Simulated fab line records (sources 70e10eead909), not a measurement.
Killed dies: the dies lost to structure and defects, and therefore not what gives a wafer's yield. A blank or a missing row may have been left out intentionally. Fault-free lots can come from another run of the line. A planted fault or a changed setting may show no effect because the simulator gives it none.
fab line records	flow nandHarc
[record] lots = 12	wafers = 36	lastDay = 32
route steps=1302 shown P_M0@264 P_M1@297 END@1302
lots that met no fault: taken from a fault-free run of the same line
startH: the number of hours between the record's first day and the start of the first shown wafer of the lot	waitH: how many hours have passed since the lot's step before this one	" the same as in the row above	L1.1+2: several wafers, shown together as one row	- value missing, or start not given	* or withheld: withheld	< > ~ a bound
route shown NAME@n: a module of which the file shows steps, and the number in the route of the first	usual: average and standard deviation across the fault-free wafers	same: alike in all rows	chamber/n: place in a boat	sites: per-site readings	_std_site: standard deviation of those values	_edge_site: mean of outer sites minus mean of inner sites	radiusMm: for every site, how far away it sits from the centre of the wafer	mask NAME#n: copy n	behind: the most recent tool/chamber to have shaped the wafer	hold: the reason the lot was held/the length of the hold in hours/how it ended	device: whichever transistor did not switch (one of n, p or np)	end of line: the same wafers' tests at the end of the route	step lacking rows: just its recipe	killed: count of dies lost to structure and defects at first sort (not the wafer's yield)	map: a wafer's dies, marking killed ones x, the rest . and places with no die _
set.NAME: setting as actually run; set.NAME@STEP: the setting as run at that earlier step	model.NAME: the simulator's own value behind a step, which no gauge read
route steps across a sampled set of lots; one table per step, one row per wafer
services: a tool's chamber out of use, with start hour (startH, from the record's first day; less than 0 if before it), hours out, and reason
[[steps]]
[step NHARC_P_M0_OVL_MEAS_10]
[recipe] pitchNm = 180
[usual] overlayXNm = -0.2/0.88	overlayYNm = -0.3/0.77
lot.wafer	tool	chamber	startH	waitH	overlayXNm	overlayYNm
L727.3	overlay-01	-	137.66	-	-0.6	-1.0
L727.4	"	-	"	"	-0.3	-0.5
L727.6	"	-	"	"	0.6	-1.4
L728.1	overlay-02	-	137.94	-	0.5	-1.2
L728.2	"	-	"	"	0.7	-0.7
L728.6	"	-	"	"	0.8	-0.8
L729.2	overlay-01	-	154.74	-	0.3	0.2
L729.3	"	-	"	"	0.4	0.4
L729.4	"	-	"	"	0.5	0.6
L732.1	overlay-01	-	184.87	-	-0.5	0.1
L732.2	"	-	"	"	-0.1	0.4
L732.5	"	-	"	"	0.0	0.2
L734.3	overlay-02	-	204.31	-	-0.4	-1.0
L734.5	"	-	"	"	-0.5	-0.9
L734.6	"	-	"	"	-0.8	-0.7
L735.1	overlay-01	-	224.39	-	-0.9	-0.4
L735.3	"	-	"	"	-0.7	-0.5
L735.6	"	-	"	"	-0.2	-0.3
L738.1	overlay-01	-	246.36	-	-1.2	-0.3
L738.2	"	-	"	"	-0.3	0.2
L738.6	"	-	"	"	-0.8	-0.3
L740.2	overlay-01	-	267.97	-	0.3	-1.7
L740.3	"	-	"	"	0.3	-1.5
L740.6	"	-	"	"	0.1	-1.0
L742.2	overlay-02	-	279.95	-	0.9	-0.8
L742.3	"	-	"	"	0.9	-1.3
L742.5	"	-	"	"	1.2	-1.1
L745.1	overlay-01	-	309.27	-	-1.1	-0.3
L745.3	"	-	"	"	-1.6	-1.0
L745.4	"	-	"	"	-1.9	-1.1
L746.2	overlay-02	-	320.68	-	1.3	-0.7
L746.5	"	-	"	"	1.3	-0.4
L746.6	"	-	"	"	0.6	0.2
L747.1	overlay-02	-	335.53	-	0.7	-1.4
L747.2	"	-	"	"	1.4	-1.6
L747.3	"	-	"	"	1.3	-1.6
[step NHARC_P_M0_DEGAS_28]
[recipe] tempC = 250	timeS = 60
[usual] heaterPowerW = 329/38
lot.wafer	tool	chamber	startH	waitH	heaterPowerW
L728.1	pvdSputter-01	-	138.97	-	347
L728.2	"	-	"	"	326
L728.6	"	-	"	"	348
L727.3	pvdSputter-03	-	139.43	-	360
L727.4	"	-	"	"	324
L727.6	"	-	"	"	354
L729.3	pvdSputter-03	-	155.88	-	339
L729.4	"	-	"	"	389
L729.2	"	-	"	"	364
L732.2	pvdSputter-01	-	185.88	-	351
L732.1	"	-	"	"	287
L732.5	"	-	"	"	287
L734.3	pvdSputter-03	-	205.34	-	395
L734.6	"	-	"	"	333
L734.5	"	-	"	"	341
L735.3	pvdSputter-02	-	225.50	-	328
L735.1	"	-	"	"	282
L735.6	"	-	"	"	338
L738.1	pvdSputter-01	-	247.45	-	327
L738.2	"	-	"	"	307
L738.6	"	-	"	"	331
L740.3	pvdSputter-02	-	268.98	-	333
L740.2	"	-	"	"	268
L740.6	"	-	"	"	328
L742.3	pvdSputter-03	-	280.97	-	369
L742.2	"	-	"	"	331
L742.5	"	-	"	"	372
L745.1	pvdSputter-02	-	310.29	-	245
L745.4	"	-	"	"	275
L745.3	"	-	"	"	307
L746.2	pvdSputter-01	-	321.74	-	299
L746.6	"	-	"	"	299
L746.5	"	-	"	"	352
L747.1	pvdSputter-01	-	336.54	-	357
L747.2	"	-	"	"	321
L747.3	"	-	"	"	300
[step NHARC_P_M0_CMP_23]
[recipe] tOverpolishS = 20	targetThkNm = 117.54
[usual] motorCurrentA = 12.1/0.84	padLifeWafers = 158/99	slurryFlowMlMin = 150.0/0.45	timeToEndpointS = 29.5/2.1
lot.wafer	tool	chamber	startH	waitH	motorCurrentA	padLifeWafers	slurryFlowMlMin	timeToEndpointS
L728.1	cmp-04	3	140.11	-	11.8	98	151.2	31.6
L728.2	"	0	"	"	11.8	99	149.2	32.5
L728.6	"	1	"	"	11.3	-	149.6	31.8
L727.3	cmp-04	1	140.83	-	11.4	102	149.3	29.8
L727.4	"	3	"	"	10.9	104	149.9	28.0
L727.6	"	1	"	"	11.1	-	150.1	29.5
L729.2	cmp-04	2	156.95	-	11.8	180	149.8	28.9
L729.4	"	0	"	"	11.5	182	149.6	30.4
L729.3	"	1	"	"	11.6	183	149.7	28.4
L732.1	cmp-02	1	186.99	-	13.5	181	149.8	30.6
L732.2	"	2	"	"	12.1	182	149.7	31.7
L732.5	"	0	"	"	13.4	-	150.3	28.5
L734.3	cmp-02	3	206.50	-	11.3	243	149.1	28.3
L734.5	"	0	"	"	13.3	-	150.5	31.0
L734.6	"	1	"	"	13.6	-	150.0	31.3
L735.1	cmp-04	1	226.59	-	11.1	42	150.0	31.2
L735.3	"	3	"	"	11.3	44	150.1	29.7
L735.6	"	1	"	"	11.5	-	150.0	33.7
L738.2	cmp-02	1	248.56	-	13.3	55	149.7	28.9
L738.1	"	3	"	"	10.8	57	150.0	27.9
L738.6	"	0	"	"	13.4	-	151.0	29.2
L740.2	cmp-01	3	270.09	-	12.9	324	150.4	30.1
L740.3	"	2	"	"	12.3	327	150.5	28.9
L740.6	"	3	"	"	13.0	-	149.9	27.8
L742.2	cmp-01	2	282.12	-	11.7	368	150.7	29.7
L742.3	"	3	"	"	13.0	369	149.6	29.6
L742.5	"	1	"	"	11.9	-	149.6	31.0
L745.1	cmp-02	2	311.39	-	11.8	288	149.9	31.4
L745.3	"	3	"	"	11.4	289	150.3	28.0
L745.4	"	1	"	"	13.4	291	149.2	29.5
L746.2	cmp-02	2	322.88	-	11.9	326	149.1	32.9
L746.5	"	0	"	"	13.0	-	150.1	33.3
L746.6	"	1	"	"	13.3	-	150.6	33.5
L747.2	cmp-01	0	337.62	-	12.8	198	149.4	29.2
L747.1	"	1	"	"	12.0	199	150.0	29.2
L747.3	"	2	"	"	12.3	200	150.1	27.9
[step NHARC_P_M0_INSPECT_27]
[usual] rawDefectCount = 276/96
lot.wafer	tool	chamber	startH	waitH	rawDefectCount
L728.1	defectInspect-01	-	140.52	0.0	274
L728.2	"	-	"	"	283
L728.6	"	-	"	"	380
L727.3	defectInspect-02	-	141.30	0.0	379
L727.4	"	-	"	"	174
L727.6	"	-	"	"	293
L729.2	defectInspect-01	-	157.42	0.0	218
L729.3	"	-	"	"	275
L729.4	"	-	"	"	393
L732.1	defectInspect-01	-	187.43	0.0	218
L732.2	"	-	"	"	258
L732.5	"	-	"	"	400
L734.3	defectInspect-01	-	206.89	0.0	277
L734.5	"	-	"	"	238
L734.6	"	-	"	"	462
L735.1	defectInspect-02	-	227.06	0.0	239
L735.3	"	-	"	"	222
L735.6	"	-	"	"	256
L738.1	defectInspect-01	-	249.00	0.0	107
L738.2	"	-	"	"	118
L738.6	"	-	"	"	270
L740.2	defectInspect-01	-	270.56	0.0	358
L740.3	"	-	"	"	297
L740.6	"	-	"	"	368
L742.2	defectInspect-01	-	282.53	0.0	199
L742.3	"	-	"	"	154
L742.5	"	-	"	"	221
L745.1	defectInspect-02	-	311.86	0.0	1125
L745.3	"	-	"	"	1146
L745.4	"	-	"	"	1041
L746.2	defectInspect-02	-	323.30	0.0	1278
L746.5	"	-	"	"	1141
L746.6	"	-	"	"	1169
L747.1	defectInspect-02	-	338.09	0.0	178
L747.2	"	-	"	"	181
L747.3	"	-	"	"	245
[step NHARC_P_M0_PRE_CLEAN_31]
[recipe] timeS = 12	tempC = 370	rfPowerW = 300	gas = NH3
[usual] heaterPowerW = 618/67
lot.wafer	tool	chamber	startH	waitH	heaterPowerW
L728.2	pecvd-02	0	140.59	0.1	585
L728.1	"	2	"	"	620
L728.6	"	1	"	"	659
L727.3	pecvd-02	2	141.36	0.1	585
L727.4	"	2	"	"	605
L727.6	"	0	"	"	653
L729.2	pecvd-01	0	157.49	0.1	528
L729.3	"	1	"	"	625
L729.4	"	2	"	"	696
L732.2	pecvd-01	0	187.50	0.1	598
L732.1	"	2	"	"	687
L732.5	"	0	"	"	574
L734.3	pecvd-04	1	207.08	0.2	747
L734.5	"	1	"	"	752
L734.6	"	2	"	"	523
L735.1	pecvd-04	0	227.15	0.1	541
L735.3	"	1	"	"	771
L735.6	"	0	"	"	563
L738.1	pecvd-02	2	249.07	0.1	699
L738.2	"	0	"	"	603
L738.6	"	0	"	"	595
L740.2	pecvd-02	2	270.65	0.1	699
L740.3	"	1	"	"	685
L740.6	"	0	"	"	573
L742.3	pecvd-04	0	282.60	0.1	580
L742.2	"	2	"	"	591
L742.5	"	0	"	"	557
L745.1	pecvd-04	0	312.32	0.5	612
L745.3	"	1	"	"	654
L745.4	"	0	"	"	612
L746.2	pecvd-04	2	323.38	0.1	567
L746.6	"	1	"	"	767
L746.5	"	0	"	"	529
L747.1	pecvd-04	1	338.16	0.1	765
L747.3	"	2	"	"	610
L747.2	"	0	"	"	565
[step NHARC_P_M1_INSPECT_11]
[usual] rawDefectCount = 4/3.1
lot.wafer	tool	chamber	startH	waitH	rawDefectCount
L728.1	defectInspect-02	-	142.05	0.0	9
L728.2	"	-	"	"	13
L728.6	"	-	"	"	9
L727.3	defectInspect-01	-	142.82	0.0	6
L727.4	"	-	"	"	4
L727.6	"	-	"	"	1
L729.2	defectInspect-02	-	158.94	0.0	10
L729.3	"	-	"	"	3
L729.4	"	-	"	"	2
L732.1	defectInspect-02	-	188.95	0.0	5
L732.2	"	-	"	"	7
L732.5	"	-	"	"	3
L734.3	defectInspect-01	-	208.53	0.0	2
L734.5	"	-	"	"	1
L734.6	"	-	"	"	4
L735.1	defectInspect-01	-	228.62	0.0	8
L735.3	"	-	"	"	6
L735.6	"	-	"	"	5
L738.1	defectInspect-01	-	250.52	0.0	2
L738.2	"	-	"	"	3
L738.6	"	-	"	"	7
L740.2	defectInspect-01	-	272.10	0.0	1
L740.3	"	-	"	"	4
L740.6	"	-	"	"	6
L742.2	defectInspect-02	-	284.04	0.0	2
L742.3	"	-	"	"	2
L742.5	"	-	"	"	5
L745.1	defectInspect-02	-	313.80	0.1	806
L745.3	"	-	"	"	734
L745.4	"	-	"	"	778
L746.2	defectInspect-02	-	324.70	0.0	784
L746.5	"	-	"	"	746
L746.6	"	-	"	"	827
L747.1	defectInspect-01	-	339.61	0.0	1
L747.2	"	-	"	"	3
L747.3	"	-	"	"	3
[step NHARC_END_SORT_01]
[recipe] tempC = 25
[usual] defectLimitedYield = 91/3.2	killedAtArray = 53/21	killedAtOther = 1.1/1.5	killedAtPeriphery = 3.9/2.7	killedDies = 58/21	killedOpen = 3.4/1.9	killedShort = 2.3/1.5
[same] grossDies = 677
lot.wafer	tool	chamber	startH	waitH	defectLimitedYield[%]	killedAtArray	killedAtOther	killedAtPeriphery	killedDies	killedOpen	killedShort
L742.2	prober-01	0	701.80	2.8	89	71	0	4	75	6	2
L742.3	prober-01	0	702.60	3.1	90	70	1	0	71	3	4
L745.1	prober-01	0	764.73	2.5	27	43	5	445	493	5	1
L745.3	prober-01	0	766.38	3.1	32	34	2	423	459	3	2
L745.4	prober-01	0	767.20	3.5	32	31	3	426	460	1	0
L746.2	prober-02	0	768.01	2.8	27	52	1	438	491	0	1
L746.5	prober-02	0	770.39	3.7	32	41	0	418	459	3	1
L746.6	prober-02	0	771.18	4.0	28	43	0	443	486	0	0
// killed by level:class
L742.2 A_SLIT:chamberFilmFlake=28 A_CHANNEL_HOLE_D2:chamberFilmFlake=18 A_CHANNEL_HOLE_D1:chamberFilmFlake=8 A_CONTACT:chamberFilmFlake=7 A_SOURCE_PLATE:geometricParticle:open=2 P_STI:chamberFilmFlake=2 A_SGD_CUT:chamberFilmFlake=2 P_CONTACT:geometricParticle:open=1
L742.3 A_SLIT:chamberFilmFlake=28 A_CHANNEL_HOLE_D2:chamberFilmFlake=15 A_CHANNEL_HOLE_D1:chamberFilmFlake=7 A_CONTACT:chamberFilmFlake=6 A_CHANNEL_FILL_D2:chamberFilmFlake=3 A_SGD_CUT:chamberFilmFlake=3 A_STAIRCASE:chamberFilmFlake=2 A_SOURCE_PLATE:geometricParticle:open=1
L745.1 P_M0:unspecified=441 A_CHANNEL_HOLE_D1:chamberFilmFlake=23 A_SLIT:chamberFilmFlake=7 THIN_TSV:chamberFilmFlake=5 A_ZERO_WELL:chamberFilmFlake=3 P_STI:chamberFilmFlake=2 A_M1:chamberFilmFlake=2 P_M0:geometricParticle:open=1
L745.3 P_M0:unspecified=418 A_CHANNEL_HOLE_D1:chamberFilmFlake=19 A_SLIT:chamberFilmFlake=4 A_CONTACT:chamberFilmFlake=4 P_GATE:chamberFilmFlake=3 A_STAIRCASE:chamberFilmFlake=2 THIN_TSV:chamberFilmFlake=2 P_M0:geometricParticle:open=1
L745.4 P_M0:unspecified=425 A_CHANNEL_HOLE_D1:chamberFilmFlake=20 A_SLIT:chamberFilmFlake=4 A_M1:chamberFilmFlake=3 THIN_TSV:chamberFilmFlake=3 A_ONON_D1:geometricParticle:open=1 P_ZERO_WELL:chamberFilmFlake=1 A_ZERO_WELL:chamberFilmFlake=1
L746.2 P_M0:unspecified=437 A_SLIT:chamberFilmFlake=24 A_CHANNEL_HOLE_D2:chamberFilmFlake=16 A_CHANNEL_HOLE_D1:chamberFilmFlake=9 A_WL_FILL:chamberFilmFlake=2 A_ONON_D2:geometricParticle:short=1 P_GATE:chamberFilmFlake=1 THIN_TSV:chamberFilmFlake=1
L746.5 P_M0:unspecified=415 A_SLIT:chamberFilmFlake=22 A_CHANNEL_HOLE_D2:chamberFilmFlake=7 A_CHANNEL_HOLE_D1:chamberFilmFlake=3 A_M1:chamberFilmFlake=2 A_WL_FILL:chamberFilmFlake=2 A_STAIRCASE:chamberFilmFlake=2 P_M0:geometricParticle:open=1
L746.6 P_M0:unspecified=443 A_SLIT:chamberFilmFlake=22 A_CHANNEL_HOLE_D2:chamberFilmFlake=9 A_CHANNEL_HOLE_D1:chamberFilmFlake=6 A_CONTACT:chamberFilmFlake=2 A_STAIRCASE:chamberFilmFlake=2 A_WL_FILL:chamberFilmFlake=2
[[services]]
tool	chamber	startH	hours	kind
cmp-01	-	121.12	0.6	repair
cmp-01	-	122.99	3.2	repair
cmp-02	-	134.50	4.0	pm
cmp-01	-	147.91	0.4	repair
pvdSputter-03	-	170.00	10.0	pm
cmp-04	-	170.47	2.0	repair
cmp-04	-	209.00	4.0	pm
cmp-02	-	212.42	1.0	repair
pvdSputter-01	-	226.00	10.0	pm
pecvd-02	-	227.06	13.0	pm
cmp-02	-	232.53	4.0	pm
cmp-04	-	244.11	1.4	repair
cmp-04	-	255.96	2.2	repair
pecvd-04	-	257.48	0.5	repair
pecvd-04	2	258.07	5.4	repair
cmp-04	-	260.28	0.2	repair
pvdSputter-03	-	261.07	1.8	repair
pecvd-04	-	269.26	13.0	pm
cmp-02	-	276.09	0.4	repair
pvdSputter-03	-	288.70	5.8	repair
pecvd-04	-	297.73	1.1	repair
cmp-04	-	307.00	4.0	pm
pvdSputter-01	-	311.44	1.0	repair
cmp-02	-	330.53	4.0	pm
[[key]]
[firstSign] step = NHARC_P_M0_INSPECT_27	reading = rawDefectCount	direction = up	sigmas = 9.1	usual = 276	struck = 1150
[effect] step = NHARC_P_M1_INSPECT_11	reading = rawDefectCount	direction = up	sigmas = 99+	usual = 4	struck = 779
[effect] step = NHARC_END_SORT_01	reading = killedAtPeriphery	direction = up	sigmas = 99+	usual = 3.9	struck = 432.2
[moreKillsBornAt] NHARC_P_M0_CMP_23@cmp-02 = 2579
metAt NHARC_P_M0_CMP_23
struckLots L745,L746
notActingAt NHARC_P_M0_OVL_MEAS_10,NHARC_P_M0_DEGAS_28,NHARC_P_M0_PRE_CLEAN_31
onsetBetween 248.56 311.39
[fault] kind = chamberParticleSource	tool = cmp-02	chamber = -	onsetH = 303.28	steps = NHARC_P_M0_CMP_23	ratePerVisitCm2 = 1.1682	endH = 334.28
